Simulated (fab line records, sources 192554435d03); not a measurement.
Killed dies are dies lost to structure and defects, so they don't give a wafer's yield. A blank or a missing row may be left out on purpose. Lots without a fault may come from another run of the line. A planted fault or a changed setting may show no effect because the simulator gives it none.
Which tool did it? | flow n5_finfet | 24 lots, 72 wafers sampled, at 6 steps of a route of 1938

WHAT THE GAUGES READ, wafer by wafer
N5_BEOL_M2_THK_MEAS_53: measures by xrf. Usual: M2_THK 39.4 nm, standard deviation 1.1.
lot  | measured     | on            | M2_THK (nm)    | flag
L075 | day 7 15:17  | film_metro-02 | 39.2 40.4 38.9 |
L074 | day 7 15:40  | film_metro-01 | 40.3 38.2 40.3 |
L076 | day 7 17:45  | film_metro-01 | 38.5 38.7 39.6 |
L077 | day 7 21:53  | film_metro-02 | 41.5 39.4 40.5 |
L078 | day 7 23:50  | film_metro-01 | 39.6 39.6 39.0 |
L079 | day 8 06:46  | film_metro-01 | 39.3 41.3 40.5 |
L080 | day 8 19:29  | film_metro-01 | 40.1 40.8 38.4 |
L081 | day 8 21:48  | film_metro-02 | 39.3 40.9 40.6 |
L082 | day 9 14:44  | film_metro-02 | 37.9 38.9 38.5 |
L083 | day 9 17:54  | film_metro-02 | 41.0 40.2 41.5 |
L084 | day 10 00:40 | film_metro-01 | 39.5 38.2 37.4 |
L085 | day 10 03:07 | film_metro-01 | 39.8 38.5 38.4 |
L087 | day 10 07:15 | film_metro-02 | 40.2 39.3 42.0 |
L086 | day 10 07:39 | film_metro-02 | 37.7 38.5 39.0 |
L088 | day 10 15:51 | film_metro-01 | 39.8 37.8 37.3 |
L089 | day 10 17:08 | film_metro-01 | 38.6 41.3 39.7 |
L090 | day 10 18:19 | film_metro-02 | 39.5 36.8 39.1 |
L092 | day 11 07:32 | film_metro-01 | 38.6 40.1 39.2 |
L091 | day 11 18:38 | film_metro-01 | 39.2 38.7 36.5 |
L093 | day 11 22:43 | film_metro-02 | 40.3 41.4 39.0 |
L094 | day 12 08:09 | film_metro-01 | 40.2 38.3 41.4 |
L095 | day 12 08:16 | film_metro-02 | 40.7 38.7 39.7 |
L096 | day 12 14:37 | film_metro-02 | 41.4 39.3 40.2 |
L097 | day 12 19:09 | film_metro-01 | 37.4 37.6 40.8 |

WHICH TOOL RAN EACH LOT (tool, then ch and the chambers of the sampled wafers, then the start)
lot  | N5_BEOL_M2_HM_DEP_02         | N5_BEOL_M2_DESCUM_16               | N5_BEOL_M2_ANNEAL_49         | N5_BEOL_M2_ANNEAL_80         | N5_BEOL_M2_SPUTTER_94
L075 | pvd_sputter-01, day 7 08:59  | rie_diel-03 ch 0,2,3, day 7 09:31  | pvd_sputter-01, day 7 12:49  | pvd_sputter-01, day 7 13:02  | pvd_sputter-01, day 7 14:16
L074 | pvd_sputter-01, day 7 09:05  | rie_diel-01 ch 0,1, day 7 09:44    | pvd_sputter-02, day 7 13:03  | pvd_sputter-02, day 7 13:16  | pvd_sputter-02, day 7 14:31
L076 | pvd_sputter-02, day 7 09:56  | rie_diel-03 ch 0,1,2, day 7 10:35  | pvd_sputter-02, day 7 15:16  | pvd_sputter-02, day 7 15:29  | pvd_sputter-02, day 7 16:44
L077 | pvd_sputter-01, day 7 14:39  | rie_diel-05 ch 1,2,3, day 7 15:17  | pvd_sputter-01, day 7 19:25  | pvd_sputter-01, day 7 19:38  | pvd_sputter-01, day 7 20:53
L078 | pvd_sputter-01, day 7 14:55  | rie_diel-05 ch 1,2,3, day 7 15:44  | pvd_sputter-01, day 7 21:22  | pvd_sputter-01, day 7 21:35  | pvd_sputter-01, day 7 22:49
L079 | pvd_sputter-02, day 7 21:04  | rie_diel-01 ch 1,3, day 7 21:42    | pvd_sputter-03, day 8 04:18  | pvd_sputter-03, day 8 04:31  | pvd_sputter-03, day 8 05:46
L080 | pvd_sputter-01, day 8 10:48  | rie_diel-01 ch 1,3, day 8 11:31    | pvd_sputter-01, day 8 17:00  | pvd_sputter-01, day 8 17:13  | pvd_sputter-01, day 8 18:28
L081 | pvd_sputter-02, day 8 14:36  | rie_diel-01 ch 0,2, day 8 15:34    | pvd_sputter-01, day 8 19:20  | pvd_sputter-01, day 8 19:34  | pvd_sputter-01, day 8 20:48
L082 | pvd_sputter-02, day 8 19:35  | rie_diel-01 ch 0,2, day 8 20:13    | pvd_sputter-01, day 9 12:15  | pvd_sputter-01, day 9 12:28  | pvd_sputter-01, day 9 13:43
L083 | pvd_sputter-02, day 9 03:46  | rie_diel-05 ch 0,1,2, day 9 04:29  | pvd_sputter-02, day 9 15:26  | pvd_sputter-02, day 9 15:39  | pvd_sputter-02, day 9 16:53
L084 | pvd_sputter-01, day 9 09:41  | rie_diel-03 ch 1,2, day 9 10:20    | pvd_sputter-02, day 9 22:04  | pvd_sputter-02, day 9 22:17  | pvd_sputter-02, day 9 23:32
L085 | pvd_sputter-01, day 9 19:56  | rie_diel-01 ch 0,3, day 9 20:35    | pvd_sputter-03, day 10 00:39 | pvd_sputter-03, day 10 00:52 | pvd_sputter-03, day 10 02:07
L087 | pvd_sputter-02, day 9 21:13  | rie_diel-03 ch 0,1,3, day 9 21:59  | pvd_sputter-01, day 10 04:47 | pvd_sputter-01, day 10 05:01 | pvd_sputter-01, day 10 06:15
L086 | pvd_sputter-02, day 9 21:47  | rie_diel-03 ch 0,2,3, day 9 22:19  | pvd_sputter-02, day 10 05:11 | pvd_sputter-02, day 10 05:25 | pvd_sputter-02, day 10 06:39
L088 | pvd_sputter-03, day 10 03:22 | rie_diel-05 ch 0,1, day 10 03:56   | pvd_sputter-02, day 10 12:34 | pvd_sputter-02, day 10 12:47 | pvd_sputter-02, day 10 14:02
L089 | pvd_sputter-02, day 10 06:57 | rie_diel-03 ch 0,1,2, day 10 07:29 | pvd_sputter-02, day 10 14:40 | pvd_sputter-02, day 10 14:53 | pvd_sputter-02, day 10 16:08
L090 | pvd_sputter-03, day 10 11:47 | rie_diel-05 ch 1,2,3, day 10 12:26 | pvd_sputter-01, day 10 15:50 | pvd_sputter-01, day 10 16:04 | pvd_sputter-01, day 10 17:18
L092 | pvd_sputter-02, day 10 21:38 | rie_diel-03 ch 0,2, day 10 22:17   | pvd_sputter-01, day 11 04:59 | pvd_sputter-01, day 11 05:12 | pvd_sputter-01, day 11 06:26
L091 | pvd_sputter-02, day 10 23:01 | rie_diel-03 ch 0,2,3, day 10 23:32 | pvd_sputter-03, day 11 16:10 | pvd_sputter-03, day 11 16:23 | pvd_sputter-03, day 11 17:38
L093 | pvd_sputter-02, day 11 04:28 | rie_diel-03 ch 0,2,3, day 11 04:59 | pvd_sputter-03, day 11 20:07 | pvd_sputter-03, day 11 20:20 | pvd_sputter-03, day 11 21:34
L094 | pvd_sputter-02, day 11 11:58 | rie_diel-01 ch 0,2,3, day 11 12:59 | pvd_sputter-02, day 12 05:41 | pvd_sputter-02, day 12 05:54 | pvd_sputter-02, day 12 07:08
L095 | pvd_sputter-03, day 11 18:05 | rie_diel-03 ch 1,2, day 11 18:55   | pvd_sputter-01, day 12 05:48 | pvd_sputter-01, day 12 06:01 | pvd_sputter-01, day 12 07:16
L096 | pvd_sputter-03, day 12 07:42 | rie_diel-03 ch 0,1, day 12 08:31   | pvd_sputter-02, day 12 11:55 | pvd_sputter-02, day 12 12:10 | pvd_sputter-02, day 12 13:34
L097 | pvd_sputter-01, day 12 11:59 | rie_diel-01 ch 0,3, day 12 12:38   | pvd_sputter-02, day 12 16:23 | pvd_sputter-02, day 12 16:38 | pvd_sputter-02, day 12 18:01
- N5_BEOL_M2_HM_DEP_02: deposits TiN, target thk 20 nm.
- N5_BEOL_M2_DESCUM_16: chemistry O2, time 7 s.
- N5_BEOL_M2_ANNEAL_49: time 240 s.
- N5_BEOL_M2_ANNEAL_80: time 240 s.
- N5_BEOL_M2_SPUTTER_94: material Cu, target thk 4.5 nm, time 8.29 s.

WHAT THE TOOLS THEMSELVES READ (means of the sampled wafers that have a number; where no wafer has one, the mark that the record gives instead)
N5_BEOL_M2_HM_DEP_02. Usual: substrate_temp_c 24.99 C, standard deviation 0.1; throttle_valve_pct 30.3 %, standard deviation 0.74.
lot  | tool           | substrate_temp_c (C) | throttle_valve_pct (%) | flag
L075 | pvd_sputter-01 | 24.96                | 30.0                   |
L074 | pvd_sputter-01 | 25.02                | 30.2                   |
L076 | pvd_sputter-02 | 24.89                | 30.2                   |
L077 | pvd_sputter-01 | 24.91                | 30.2                   |
L078 | pvd_sputter-01 | 25.06                | 29.7                   |
L079 | pvd_sputter-02 | 25.00                | 30.7                   |
L080 | pvd_sputter-01 | 25.04                | 30.0                   |
L081 | pvd_sputter-02 | 24.89                | 30.3                   |
L082 | pvd_sputter-02 | 24.99                | 30.2                   |
L083 | pvd_sputter-02 | 24.96                | 29.8                   |
L084 | pvd_sputter-01 | 24.94                | 30.4                   |
L085 | pvd_sputter-01 | 24.99                | 30.4                   |
L087 | pvd_sputter-02 | 24.94                | 30.7                   |
L086 | pvd_sputter-02 | 25.10                | 30.0                   |
L088 | pvd_sputter-03 | 25.09                | 31.2                   |
L089 | pvd_sputter-02 | 25.12                | 30.4                   |
L090 | pvd_sputter-03 | 25.07                | 31.3                   |
L092 | pvd_sputter-02 | 25.00                | 29.8                   |
L091 | pvd_sputter-02 | 24.98                | 30.1                   |
L093 | pvd_sputter-02 | 24.93                | 30.5                   |
L094 | pvd_sputter-02 | 24.99                | 30.2                   |
L095 | pvd_sputter-03 | 25.08                | 31.6                   |
L096 | pvd_sputter-03 | 24.96                | 31.0                   |
L097 | pvd_sputter-01 | 24.88                | 30.6                   |

N5_BEOL_M2_DESCUM_16. Usual: drypump_motor_current_A 5.9 A, standard deviation 0.47; oes_product_au 0.78 a.u., standard deviation 0.08; rf_vpp_V 243.2 V, standard deviation 1.5; showerhead_plenum_p_Torr 2.10 Torr, standard deviation 0.079; throttle_valve_pct 20.32 %, standard deviation 0.24.
lot  | tool        | drypump_motor_current_A (A) | oes_product_au (a.u.) | rf_vpp_V (V) | showerhead_plenum_p_Torr (Torr) | throttle_valve_pct (%) | flag
L075 | rie_diel-03 | 6.4                         | 0.80                  | 243.3        | 2.07                            | 20.43                  |
L074 | rie_diel-01 | 5.9                         | 0.71                  | 242.1        | 2.04                            | 20.25                  |
L076 | rie_diel-03 | 6.2                         | 0.82                  | 244.1        | 2.14                            | 20.35                  |
L077 | rie_diel-05 | 5.9                         | 0.71                  | 242.6        | 2.07                            | 20.52                  |
L078 | rie_diel-05 | 6.0                         | 0.72                  | 241.7        | 2.07                            | 20.52                  |
L079 | rie_diel-01 | 5.8                         | 0.75                  | 242.9        | 2.06                            | 20.19                  |
L080 | rie_diel-01 | 5.8                         | 0.75                  | 242.8        | 2.06                            | 20.20                  |
L081 | rie_diel-01 | 5.4                         | 0.89                  | 243.7        | 2.19                            | 20.08                  |
L082 | rie_diel-01 | 5.5                         | 0.93                  | 243.2        | 2.17                            | 19.92                  |
L083 | rie_diel-05 | 5.9                         | 0.71                  | 243.5        | 2.10                            | 20.54                  |
L084 | rie_diel-03 | 6.3                         | 0.73                  | 245.3        | 2.17                            | 20.51                  |
L085 | rie_diel-01 | 5.4                         | 0.89                  | 244.6        | 2.16                            | 19.89                  |
L087 | rie_diel-03 | 6.1                         | 0.82                  | 241.6        | 2.09                            | 20.24                  |
L086 | rie_diel-03 | 6.4                         | 0.78                  | 242.3        | 2.07                            | 20.46                  |
L088 | rie_diel-05 | 5.5                         | 0.80                  | 242.9        | 2.12                            | 20.43                  |
L089 | rie_diel-03 | 6.2                         | 0.79                  | 243.9        | 2.13                            | 20.39                  |
L090 | rie_diel-05 | 5.9                         | 0.79                  | 242.3        | 2.06                            | 20.43                  |
L092 | rie_diel-03 | 6.4                         | 0.81                  | 242.7        | 2.08                            | 20.49                  |
L091 | rie_diel-03 | 6.4                         | 0.78                  | 243.5        | 2.07                            | 20.47                  |
L093 | rie_diel-03 | 6.4                         | 0.78                  | 243.2        | 2.07                            | 20.47                  |
L094 | rie_diel-01 | 5.3                         | 0.83                  | 244.1        | 2.18                            | 20.07                  |
L095 | rie_diel-03 | 6.3                         | 0.72                  | 244.1        | 2.16                            | 20.53                  |
L096 | rie_diel-03 | 5.9                         | 0.79                  | 243.7        | 2.14                            | 20.20                  |
L097 | rie_diel-01 | 5.2                         | 0.82                  | 244.9        | 2.17                            | 20.03                  |

N5_BEOL_M2_ANNEAL_49. Usual: heater_power_w 848 W, standard deviation 98.
lot  | tool           | heater_power_w (W) | flag
L075 | pvd_sputter-01 | 832                |
L074 | pvd_sputter-02 | 890                |
L076 | pvd_sputter-02 | 927                |
L077 | pvd_sputter-01 | 837                |
L078 | pvd_sputter-01 | 833                |
L079 | pvd_sputter-03 | 875                |
L080 | pvd_sputter-01 | 825                |
L081 | pvd_sputter-01 | 826                |
L082 | pvd_sputter-01 | 884                |
L083 | pvd_sputter-02 | 849                |
L084 | pvd_sputter-02 | 851                |
L085 | pvd_sputter-03 | 884                |
L087 | pvd_sputter-01 | 778                |
L086 | pvd_sputter-02 | 962                |
L088 | pvd_sputter-02 | 888                |
L089 | pvd_sputter-02 | 857                |
L090 | pvd_sputter-01 | 887                |
L092 | pvd_sputter-01 | 766                |
L091 | pvd_sputter-03 | 912                |
L093 | pvd_sputter-03 | 849                |
L094 | pvd_sputter-02 | 853                |
L095 | pvd_sputter-01 | 819                |
L096 | pvd_sputter-02 | 851                |
L097 | pvd_sputter-02 | 955                |

N5_BEOL_M2_ANNEAL_80. Usual: heater_power_w 848 W, standard deviation 95.
lot  | tool           | heater_power_w (W) | flag
L075 | pvd_sputter-01 | 842                |
L074 | pvd_sputter-02 | 872                |
L076 | pvd_sputter-02 | 917                |
L077 | pvd_sputter-01 | 825                |
L078 | pvd_sputter-01 | 836                |
L079 | pvd_sputter-03 | 877                |
L080 | pvd_sputter-01 | 827                |
L081 | pvd_sputter-01 | 830                |
L082 | pvd_sputter-01 | 877                |
L083 | pvd_sputter-02 | 847                |
L084 | pvd_sputter-02 | 851                |
L085 | pvd_sputter-03 | 865                |
L087 | pvd_sputter-01 | 788                |
L086 | pvd_sputter-02 | 955                |
L088 | pvd_sputter-02 | 880                |
L089 | pvd_sputter-02 | 849                |
L090 | pvd_sputter-01 | 888                |
L092 | pvd_sputter-01 | 769                |
L091 | pvd_sputter-03 | 910                |
L093 | pvd_sputter-03 | 840                |
L094 | pvd_sputter-02 | 850                |
L095 | pvd_sputter-01 | 839                |
L096 | pvd_sputter-02 | 852                |
L097 | pvd_sputter-02 | 950                |

N5_BEOL_M2_SPUTTER_94. Usual: substrate_temp_c -19.99 C, standard deviation 0.099; throttle_valve_pct 30.3 %, standard deviation 0.72.
lot  | tool           | substrate_temp_c (C) | throttle_valve_pct (%) | flag
L075 | pvd_sputter-01 | -19.85               | 30.2                   |
L074 | pvd_sputter-02 | -20.00               | 30.6                   |
L076 | pvd_sputter-02 | -20.01               | 30.8                   |
L077 | pvd_sputter-01 | -20.00               | 30.2                   |
L078 | pvd_sputter-01 | -19.88               | 29.7                   |
L079 | pvd_sputter-03 | -20.05               | 31.2                   |
L080 | pvd_sputter-01 | -20.00               | 30.1                   |
L081 | pvd_sputter-01 | -20.04               | 30.2                   |
L082 | pvd_sputter-01 | -20.03               | 30.4                   |
L083 | pvd_sputter-02 | -19.92               | 29.7                   |
L084 | pvd_sputter-02 | -19.93               | 29.7                   |
L085 | pvd_sputter-03 | -20.00               | 30.9                   |
L087 | pvd_sputter-01 | -20.07               | 30.7                   |
L086 | pvd_sputter-02 | -19.98               | 30.6                   |
L088 | pvd_sputter-02 | -19.91               | 30.0                   |
L089 | pvd_sputter-02 | -20.02               | 30.3                   |
L090 | pvd_sputter-01 | -20.03               | 30.0                   |
L092 | pvd_sputter-01 | -19.95               | 30.0                   |
L091 | pvd_sputter-03 | -20.02               | 31.1                   |
L093 | pvd_sputter-03 | -20.03               | 31.1                   |
L094 | pvd_sputter-02 | -19.98               | 30.4                   |
L095 | pvd_sputter-01 | -19.99               | 30.2                   |
L096 | pvd_sputter-02 | -20.09               | 30.4                   |
L097 | pvd_sputter-02 | -20.00               | 30.4                   |

THE ANSWER, worked out from the rows above alone
Rule: a lot is off if the mean of its wafers that have a number lies more than 3 standard deviations from the usual mean. A lot without any number at a reading at which 4 lots or more have one is off too. The other lots that the step has rows for count as sound. The gauges are gone through in route order, then the tools' own readings, and for those a lot's mean is taken as printed above. The first step at which some lot is off is used, and at that step the reading that is off furthest; a lot without a number counts as furthest.
No lot is off at any reading shown: from this, nothing can be told.

WHAT THE SIMULATOR HAD PUT IN
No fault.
